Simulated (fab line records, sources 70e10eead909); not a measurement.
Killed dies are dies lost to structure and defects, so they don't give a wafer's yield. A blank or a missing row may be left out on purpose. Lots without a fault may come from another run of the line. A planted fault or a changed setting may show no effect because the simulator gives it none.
fab line records | flow nand_harc
record lots=5 wafers=15 last_day=22
route steps=1159 shown A_CONTACT@907 END@1159
lots that met no fault: from a run of the same line without faults
start_h: hours from the record's first day to the start of the lot's first wafer shown | wait_h: hours since the lot's step before | " the same as in the row above | L1.1+2: a row that stands for several wafers | - no value, or no start given | * or withheld: withheld | < > ~ a bound
route shown NAME@n: a module of which the file shows steps, and the number in the route of the first | usual: mean/standard deviation of fault-free wafers | same: alike in all rows | chamber/n: place in a boat | sites: the reading at each site | _std_site: their standard deviation | _edge_site: outer sites' mean less inner sites' | radius_mm: how far each site lies from the wafer's centre | mask NAME#n: copy n | behind: the tool/chamber that last shaped the wafer | hold: why the lot was held/for how many hours/how that ended | device: the transistor (n, p or np) that didn't switch | end of line: the same wafers' tests at the end of the route | a step without rows: its recipe alone | killed: dies lost to structure and defects at the first sort, not the wafer's yield | map: a wafer's dies, x killed, . not, _ none there
set.NAME: the setting as run; set.NAME@STEP: as run at that earlier step | model.NAME: the simulator's own value behind a step, which no gauge read
lots at some steps of the route; a table a step, a row a wafer
services: from which hour (start_h, from the record's first day; less than 0 if before it) a tool's chamber was out of use, for how many hours, and why
## steps
# step NHARC_A_CONTACT_ETCH_127
# recipe source_w=withheld pressure_mtorr=20 bias_v=1200 time_s=155 target_depth_a=9560 ar_flow_sccm=withheld c4f8_flow_sccm=withheld o2_flow_sccm=withheld chemistry=C4F8/O2/Ar
# step NHARC_A_CONTACT_ETCH_128
# recipe source_w=withheld pressure_mtorr=20 bias_v=1200 time_s=155 target_depth_a=9560 ar_flow_sccm=withheld c4f8_flow_sccm=withheld o2_flow_sccm=withheld chemistry=C4F8/O2/Ar
# usual oes_air_line_au=1.003/0.022
# columns lot.wafer tool chamber start_h wait_h oes_air_line_au rf_hours_counter_h
L700.2 har_cap_etch-01 1 387.41 0.1 1.014 59
L700.4 " 1 " " 1.006 -
L700.6 " 1 " " 0.988 -
L703.1 har_cap_etch-03 1 407.19 0.1 1.029 87
L703.2 " 0 " " 1.008 87
L703.4 " 0 " " 0.976 -
L704.2 har_cap_etch-03 1 418.22 0.1 0.995 90
L704.4 " 1 " " 1.025 -
L704.6 " 1 " " 0.999 -
L706.2 har_cap_etch-01 1 434.28 0.1 1.023 66
L706.3 " 0 " " 0.996 -
L706.6 " 0 " " 0.994 -
L712.2 har_cap_etch-02 1 460.30 0.1 1.025 24
L712.4 " 0 " " 0.996 -
L712.3 " 1 " " 0.995 -
# step NHARC_A_CONTACT_ETCH_129
# recipe source_w=withheld pressure_mtorr=20 bias_v=1200 time_s=155 target_depth_a=9560 ar_flow_sccm=withheld c4f8_flow_sccm=withheld o2_flow_sccm=withheld chemistry=C4F8/O2/Ar
# step NHARC_A_CONTACT_ETCH_130
# recipe source_w=withheld pressure_mtorr=20 bias_v=1200 time_s=155 target_depth_a=9560 ar_flow_sccm=withheld c4f8_flow_sccm=withheld o2_flow_sccm=withheld chemistry=C4F8/O2/Ar
# step NHARC_A_CONTACT_ETCH_131
# recipe source_w=withheld pressure_mtorr=20 bias_v=1200 time_s=155 target_depth_a=9560 ar_flow_sccm=withheld c4f8_flow_sccm=withheld o2_flow_sccm=withheld chemistry=C4F8/O2/Ar
# step NHARC_A_CONTACT_ETCH_132
# recipe source_w=withheld pressure_mtorr=20 bias_v=1200 time_s=156 target_depth_a=9580 ar_flow_sccm=withheld c4f8_flow_sccm=withheld o2_flow_sccm=withheld chemistry=C4F8/O2/Ar
# step NHARC_A_CONTACT_ETCH_133
# recipe source_w=withheld pressure_mtorr=20 bias_v=400 time_s=195 target_depth_a=8400 ar_flow_sccm=withheld c4f8_flow_sccm=11.5 o2_flow_sccm=7.2 chemistry=C4F8/O2/Ar
# step NHARC_A_CONTACT_ETCH_91
# recipe target_depth_a=400 over_etch_frac=0.5 time_s=85.7 ion_energy_ev=120 ch3f_flow_sccm=50 o2_flow_sccm=30 ar_flow_sccm=200 rf_w=500 bias_w=100 chemistry=CH3F/O2
# step NHARC_A_CONTACT_ETCH_97
# recipe target_depth_a=200 over_etch_frac=0.5 time_s=10 ion_energy_ev=250 c4f6_flow_sccm=25 o2_flow_sccm=20 ar_flow_sccm=500 rf_w=600 bias_w=500 chemistry=C4F6/O2
# step NHARC_A_CONTACT_CD_MEAS_80
# usual cd_nm=189.7/0.76
# columns lot.wafer tool chamber start_h wait_h cd_nm
L700.2 cd_sem-03 - 388.95 - 189.3
L700.4 " - " " 189.5
L700.6 " - " " 189.7
L703.1 cd_sem-01 - 408.72 - 190.3
L703.2 " - " " 189.8
L703.4 " - " " 190.5
L704.2 cd_sem-03 - 420.96 - 189.8
L704.4 " - " " 190.1
L704.6 " - " " 190.4
L706.2 cd_sem-03 - 435.78 - 190.0
L706.3 " - " " 189.9
L706.6 " - " " 189.8
L712.2 cd_sem-03 - 461.83 - 190.6
L712.3 " - " " 190.2
L712.4 " - " " 190.7
# step NHARC_A_CONTACT_STRIP_103
# recipe n2_flow_sccm=150 h2_flow_sccm=150 ar_flow_sccm=0 bias_w=0 chemistry=N2/H2
# step NHARC_A_CONTACT_STRIP_104
# recipe cf4_flow_sccm=100 chf3_flow_sccm=30 ar_flow_sccm=0 bias_w=0 chemistry=CF4/CHF3
# step NHARC_A_CONTACT_STRIP_105
# recipe o2_flow_sccm=400 cos_flow_sccm=20 ar_flow_sccm=0 bias_w=0 chemistry=O2/COS
# columns lot.wafer tool chamber start_h wait_h
L700.4+2+6 rie_diel-06 0,3,0 389.19 0.0
L703.1+4+2 rie_diel-11 3,0,1 408.95 0.1
L704.2+4+6 rie_diel-09 2,1,2 421.30 0.1
L706.3+2+6 rie_diel-06 3,1,3 436.06 0.1
L712.2+3+4 rie_diel-06 3,0,2 462.06 0.1
# step NHARC_A_CONTACT_ETCH_106
# recipe target_depth_a=600 overetch_a=60 time_s=33 ion_energy_ev=100 cf4_flow_sccm=80 o2_flow_sccm=20 ar_flow_sccm=0 rf_w=300 bias_w=100 chemistry=CF4/O2
# step NHARC_A_CONTACT_STRIP_82
# recipe o2_flow_sccm=500 ar_flow_sccm=0 bias_w=0 chemistry=O2
# usual drypump_motor_current_A=5.7/0.47 oes_product_au=0.999/0.0082 rf_vpp_V=57.9/1 showerhead_plenum_p_Torr=3.57/0.17 throttle_valve_pct=17.036/0.01
# columns lot.wafer tool chamber start_h wait_h drypump_motor_current_A oes_product_au rf_hours_counter_h rf_vpp_V showerhead_plenum_p_Torr throttle_valve_pct
L700.2 rie_diel-06 2 - - 5.3 1.008 29 57.7 3.74 17.039
L700.4 " 3 " " 6.4 0.986 27 57.7 3.49 17.020
L700.6 " 3 " " 6.4 0.985 - 58.6 3.49 17.035
L703.4 rie_diel-11 0 - - 6.5 0.994 12 58.9 3.76 17.032
L703.2 " 1 " " 6.0 0.997 11 57.4 3.33 17.050
L703.1 " 2 " " 5.9 1.003 11 56.7 3.77 17.034
L704.2 rie_diel-09 1 - - 4.8 0.998 61 58.9 3.64 17.078
L704.4 " 1 " " 4.8 1.008 - 58.4 3.64 17.025
L704.6 " 2 " " 5.5 1.000 - 56.1 3.50 17.032
L706.3 rie_diel-06 1 - - 5.4 0.984 2 58.8 3.54 17.028
L706.2 " 3 " " 6.4 0.996 2 58.1 3.49 17.053
L706.6 " 0 " " 5.5 0.985 - 57.8 3.81 17.037
L712.3 rie_diel-06 0 - - 5.5 1.007 7 60.5 3.80 17.045
L712.2 " 2 " " 5.3 1.012 8 57.7 3.74 17.057
L712.4 " 3 " " 6.4 0.999 9 57.8 3.48 17.014
# step NHARC_A_CONTACT_STRIP_83
# recipe time_s=600 temp_c=30 chemistry=post_etch_residue_remover
# step NHARC_A_CONTACT_DEP_84
# recipe target_thk_a=20000 temp_c=400 material=aC
# step NHARC_A_CONTACT_DEP_85
# recipe target_thk_a=500 target_thk_nm=50 temp_c=400 pressure_torr=3.5 flow_sccm=200 rf_w=350 material=SiON
# usual heater_power_w=780/110
# columns lot.wafer tool chamber start_h wait_h heater_power_w
L700.2 pecvd-01 0 392.43 0.9 788
L700.4 " 2 " " 929
L700.6 " 0 " " 787
L703.2 pecvd-03 1 411.30 0.8 798
L703.1 " 0 " " 706
L703.4 " 2 " " 935
L704.2 pecvd-04 0 423.68 0.9 664
L704.6 " 0 " " 659
L704.4 " 2 " " 859
L706.2 pecvd-03 2 438.11 0.9 969
L706.3 " 0 " " 631
L706.6 " 2 " " 992
L712.2 pecvd-04 0 464.17 1.0 616
L712.4 " 0 " " 642
L712.3 " 1 " " 703
# step NHARC_A_CONTACT_DEHYDRATE_00
# recipe temp_c=150 time_s=120
# step NHARC_A_CONTACT_HMDS_01
# recipe time_s=30
# step NHARC_A_CONTACT_COAT_86
# recipe temp_c=260 time_s=75
# step NHARC_A_CONTACT_COAT_87
# recipe temp_c=225 time_s=65
# step NHARC_A_CONTACT_COAT_02
# recipe spin_rpm=1500 resist_thk_nm=90
# step NHARC_A_CONTACT_SOFTBAKE_03
# recipe temp_c=105 time_s=55
# step NHARC_A_CONTACT_EBR_04
# step NHARC_A_CONTACT_EXPOSE_05
# recipe na=1.35 sigma_outer=0.8 dose_mj=84.24 mask_id=A_CC
# step NHARC_A_CONTACT_PEB_06
# recipe peb_temp_c=100 peb_time_s=65
# step NHARC_A_CONTACT_DEVELOP_07
# recipe develop_time_s=35 dev_temp_c=23
# step NHARC_A_CONTACT_CD_MEAS_08
# recipe target_cd_nm=100 landing_energy_ev=500
# usual cd_nm=99.9/0.46
# columns lot.wafer tool chamber start_h wait_h cd_nm
L700.2 cd_sem-01 0 393.13 - 100.9
L700.4 " 0 " " 100.4
L700.6 " 0 " " 100.6
L703.1 cd_sem-03 0 411.90 - 99.8
L703.2 " 0 " " 98.6
L703.4 " 0 " " 98.9
L704.2 cd_sem-02 0 424.40 - 99.7
L704.4 " 0 " " 99.7
L704.6 " 0 " " 99.7
L706.2 cd_sem-01 0 438.81 - 99.5
L706.3 " 0 " " 100.2
L706.6 " 0 " " 99.4
L712.2 cd_sem-02 0 465.00 - 99.5
L712.3 " 0 " " 99.8
L712.4 " 0 " " 99.6
# step NHARC_A_CONTACT_OVL_MEAS_09
# usual overlay_x_nm=0.1/0.79 overlay_y_nm=0.0/0.89
# columns lot.wafer tool chamber start_h wait_h overlay_x_nm overlay_y_nm
L700.2 overlay-01 - 393.22 - -0.6 0.5
L700.4 " - " " -0.7 0.8
L700.6 " - " " -0.1 0.5
L703.1 overlay-02 - 411.98 - 1.4 -1.6
L703.2 " - " " 1.4 -1.0
L703.4 " - " " 1.1 -2.0
L704.2 overlay-01 - 424.49 - 1.7 -1.0
L704.4 " - " " 1.4 -0.7
L704.6 " - " " 2.4 -1.2
L706.2 overlay-01 - 438.89 - 0.2 0.1
L706.3 " - " " -0.3 -0.1
L706.6 " - " " 0.2 -0.1
L712.2 overlay-01 - 465.09 - -0.2 0.8
L712.3 " - " " -0.6 0.3
L712.4 " - " " -0.4 0.3
# step NHARC_A_CONTACT_DESCUM_13
# recipe time_s=3 o2_flow_sccm=200 ar_flow_sccm=0 bias_power_w=0 chemistry=O2
# usual drypump_motor_current_A=5.6/0.44 oes_product_au=1.000/0.0081 rf_vpp_V=57.9/0.8 showerhead_plenum_p_Torr=1.94/0.094 throttle_valve_pct=11.312/0.0095
# columns lot.wafer tool chamber start_h wait_h drypump_motor_current_A oes_product_au rf_hours_counter_h rf_vpp_V showerhead_plenum_p_Torr throttle_valve_pct
L700.4 rie_diel-06 1 393.31 0.1 5.4 0.980 26 57.7 1.92 11.304
L700.2 " 3 " " 6.4 0.990 28 57.2 1.89 11.316
L700.6 " 1 " " 5.4 0.996 - 58.2 1.92 11.303
L703.2 rie_diel-11 2 412.09 0.1 5.9 0.997 12 58.9 2.05 11.308
L703.4 " 3 " " 5.5 0.999 11 58.0 1.96 11.300
L703.1 " 0 " " 6.5 0.990 13 57.0 2.05 11.309
L704.2 rie_diel-09 2 424.60 0.1 5.5 1.004 63 57.3 1.90 11.297
L704.4 " 1 " " 4.7 1.010 - 56.8 1.98 11.294
L704.6 " 2 " " 5.5 1.009 - 57.9 1.90 11.297
L706.2 rie_diel-06 3 439.01 0.1 6.4 0.997 3 57.1 1.89 11.301
L706.3 " 0 " " 5.5 0.994 3 57.1 2.08 11.322
L706.6 " 2 " " 5.3 1.005 - 59.1 2.04 11.318
L712.4 rie_diel-06 0 465.19 0.1 5.5 1.002 9 58.9 2.07 11.305
L712.2 " 1 " " 5.4 0.995 10 56.9 1.92 11.314
L712.3 " 2 " " 5.3 1.007 9 58.2 2.03 11.314
# step NHARC_A_CONTACT_ETCH_88
# recipe target_depth_a=390 over_etch_frac=0.3 time_s=65 ion_energy_ev=80 cf4_flow_sccm=150 ar_flow_sccm=0 rf_w=300 bias_w=100 chemistry=CF4
# step NHARC_A_CONTACT_ETCH_89
# recipe target_depth_a=2600 over_etch_frac=0.3 time_s=475.3 ion_energy_ev=200 n2_flow_sccm=150 h2_flow_sccm=150 ar_flow_sccm=0 rf_w=400 bias_w=150 chemistry=N2/H2
# step NHARC_A_CONTACT_ETCH_30
# recipe target_depth_a=605 time_s=30.2 cf4_flow_sccm=100 chf3_flow_sccm=30 ar_flow_sccm=0 rf_w=500 bias_w=200 chemistry=CF4/CHF3
# step NHARC_A_CONTACT_ETCH_31
# recipe target_depth_a=20000 over_etch_frac=0.3 time_s=520 ion_energy_ev=150 o2_flow_sccm=400 cos_flow_sccm=20 ar_flow_sccm=0 rf_w=500 bias_w=300 chemistry=O2/COS
# step NHARC_A_CONTACT_ETCH_134
# recipe source_w=withheld pressure_mtorr=20 bias_v=withheld time_s=140 target_depth_a=7000 ar_flow_sccm=withheld c4f8_flow_sccm=withheld o2_flow_sccm=withheld chemistry=C4F8/O2/Ar
# step NHARC_A_CONTACT_ETCH_135
# recipe source_w=withheld pressure_mtorr=20 bias_v=3000 time_s=132 target_depth_a=12870 ar_flow_sccm=withheld c4f8_flow_sccm=withheld o2_flow_sccm=withheld chemistry=C4F8/O2/Ar
# step NHARC_A_CONTACT_ETCH_136
# recipe source_w=withheld pressure_mtorr=20 bias_v=3000 time_s=132 target_depth_a=12870 ar_flow_sccm=withheld c4f8_flow_sccm=withheld o2_flow_sccm=withheld chemistry=C4F8/O2/Ar
# step NHARC_A_CONTACT_ETCH_137
# recipe source_w=withheld pressure_mtorr=20 bias_v=3000 time_s=132 target_depth_a=12870 ar_flow_sccm=withheld c4f8_flow_sccm=withheld o2_flow_sccm=withheld chemistry=C4F8/O2/Ar
# step NHARC_A_CONTACT_ETCH_138
# recipe source_w=withheld pressure_mtorr=20 bias_v=3000 time_s=132 target_depth_a=12890 ar_flow_sccm=withheld c4f8_flow_sccm=withheld o2_flow_sccm=withheld chemistry=C4F8/O2/Ar
# usual oes_air_line_au=1.002/0.019
# columns lot.wafer tool chamber start_h wait_h oes_air_line_au rf_hours_counter_h
L700.2 har_cap_etch-02 0 394.90 0.1 0.999 12
L700.4 " 0 " " 0.998 -
L700.6 " 1 " " 1.025 -
L703.1 har_cap_etch-03 1 413.73 0.1 1.034 89
L703.2 " 0 " " 1.017 89
L703.4 " 0 " " 0.979 -
L704.2 har_cap_etch-01 1 426.51 0.1 1.005 66
L704.4 " 1 " " 1.017 -
L704.6 " 0 " " 1.011 -
L706.2 har_cap_etch-03 0 440.57 0.1 0.969 94
L706.3 " 0 " " 0.998 -
L706.6 " 0 " " 1.026 -
L712.2 har_cap_etch-02 0 467.02 0.1 1.013 26
L712.4 " 1 " " 0.995 -
L712.3 " 0 " " 0.998 -
# step NHARC_A_CONTACT_ETCH_139
# recipe source_w=withheld pressure_mtorr=20 bias_v=400 time_s=137 target_depth_a=5900 ar_flow_sccm=withheld c4f8_flow_sccm=11.5 o2_flow_sccm=7.2 chemistry=C4F8/O2/Ar
# step NHARC_END_SORT_01
# recipe temp_c=25
# usual killed_at_array=29/11 killed_at_other=0.7/1.1 killed_at_periphery=2.9/2.2 killed_dies=33/11 killed_open=3.1/1.8 killed_short=1.9/1.4
# same gross_dies=677
# columns lot.wafer tool chamber start_h wait_h killed_at_array killed_at_other killed_at_periphery killed_dies killed_open killed_short
L712.2 prober-02 0 518.15 2.8 79 0 3 82 5 2
# killed by level:class
L712.2 A_CONTACT:unspecified=61 A_CHANNEL_HOLE_D1:chamber_film_flake=8 A_STAIRCASE:chamber_film_flake=4 A_CONTACT:geometric_particle:open=2 P_STI:geometric_particle:short=1 P_M0:geometric_particle:open=1 A_CHANNEL_FILL_D1:geometric_particle:short=1 A_CHANNEL_FILL_D1:geometric_particle:open=1
# map L712.2 (x killed, . not)
____________.____________
_________......._________
_______..........._______
______.............______
_____............x.._____
____.................____
____.................____
___...................___
___......xx...........___
__...x.................__
__......x..............__
_......................._
_......................._
_......................._
_......................._
_......................._
........xx...............
.........................
.........................
.........................
.x.x..........x..........
_.............x........._
_................x......_
_..............xx......._
_..............x........_
_.....xx.x....x...x....._
__...xx.xx.....x.......__
__...xxxxxx............__
___xxxxxxxx...........___
___.xxxxxxxx..........___
____xxxxxxx....x.....____
____xxxxxxx..........____
_____xxxxxxx.x......_____
______xxxxxx.......______
_______xxxx......._______
_________xx....._________
____________.____________
# map L706.6 (x killed, . not)
____________.____________
_________..xx..._________
_______..x..xx...._______
______.....xx..x...______
_____......xxx......_____
____.....xxx..x.x....____
____.......xxxx......____
___......x...x........___
___........xx.........___
__.....................__
__...........x.........__
_......................._
_......................._
_......................._
_......................._
_......................._
.................x.......
.........................
........x................
.........................
................x........
_.....x....x...x........_
_.....................x._
_......................._
_......................._
_......................._
__.....................__
__.....................__
___...................___
___...................___
____.................____
____.................____
_____....x.........._____
______.............______
_______..........._______
_________......._________
____________x____________
## services
# columns tool chamber start_h hours kind
rie_diel-11 - 366.57 9.0 pm
rie_diel-06 0 372.82 - clean
rie_diel-06 1 372.82 - clean
rie_diel-06 2 372.82 - clean
rie_diel-06 3 372.82 - clean
pecvd-04 - 376.13 13.0 pm
pecvd-03 - 390.62 0.5 repair
rie_diel-06 0 397.32 - clean
rie_diel-06 1 397.32 - clean
rie_diel-06 2 397.32 - clean
rie_diel-06 3 397.32 - clean
rie_diel-09 2 401.76 4.6 repair
rie_diel-09 0 414.73 17.9 repair
rie_diel-11 0 415.66 3.6 repair
pecvd-01 - 418.00 13.0 pm
rie_diel-06 - 418.20 9.0 pm
rie_diel-06 0 418.20 9.0 vent_cycle
rie_diel-06 1 418.20 9.0 vent_cycle
rie_diel-06 2 418.20 9.0 vent_cycle
rie_diel-06 3 430.53 1.5 repair
rie_diel-09 - 431.22 9.0 pm
pecvd-03 0 440.29 4.2 repair
rie_diel-06 0 443.98 8.6 repair
pecvd-04 2 450.28 15.4 repair
## key
first_sign step=NHARC_END_SORT_01 reading=killed_at_array direction=up sigmas=4.4 usual=29 struck=79
effect step=NHARC_END_SORT_01 reading=killed_dies direction=up sigmas=4.4 usual=33 struck=82
more_kills_born_at NHARC_A_CONTACT_STRIP_105@rie_diel-06=61
met_at NHARC_A_CONTACT_STRIP_105
struck_wafers L712.2
tester_left_out L712
onset_between 436.06 462.06
fault kind=chamber_particle_source tool=rie_diel-06 chamber=3 onset_h=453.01 steps=NHARC_A_CONTACT_STRIP_105 rate_per_visit_cm2=0.93781 end_h=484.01
# tester_left_out: of these lots the tester's yield and bins aren't shown, on N5 and GAA mostly nor the transistor test; their killed dies are dies lost to structure and defects alone, not to doping, threshold or leakage, so they don't give the yield
